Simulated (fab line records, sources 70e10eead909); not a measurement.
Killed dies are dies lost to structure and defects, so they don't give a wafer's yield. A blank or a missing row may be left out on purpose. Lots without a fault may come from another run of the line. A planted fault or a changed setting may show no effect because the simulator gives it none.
Chamber matching | flow nand_harc | NHARC_A_M1_STRIP_18 on rie_diel-11: 4 sister chambers
The step strips in N2/H2. 4 wafers are shown with their chamber, then 7 later ones without.

WAFERS WITH THEIR CHAMBER
wafer  | chamber | drypump_motor_current_A (A)
L462.5 | 1       | 5.53
L465.5 | 2       | 5.44
L468.1 | 3       | 6.31
L468.2 | 0       | 5.80

WAFERS WITHOUT THEIR CHAMBER
wafer  | drypump_motor_current_A (A)
L468.4 | 5.52
L471.1 | 6.32
L471.3 | 5.75
L471.4 | 5.55
L481.3 | 6.32
L481.5 | 5.40
L481.6 | 6.33

WHICH CHAMBER EACH WENT THROUGH
wafer  | from the rows above | in truth
L468.4 | 1                   | 1
L471.1 | 3                   | 3
L471.3 | 0                   | 0
L471.4 | 1                   | 1
L481.3 | 3                   | 3
L481.5 | 2                   | 2
L481.6 | 3                   | 3
Placed correctly: 7 of 7. Can't be placed from these rows: 0. Placed wrongly: 0.
How it was worked out, from the rows above alone: a wafer's distance from a chamber is the root of the sum, over the readings, of the square of ((its reading less the chamber's mean) divided by the reading's scatter). The wafer belongs to the nearest chamber; if the next one is less than 2 further off, it can't be placed. A chamber's mean is the mean of its shown wafers. The scatter: with one shown wafer a chamber, the root of the mean of the squares of how far each hidden wafer lies from its nearest shown one.
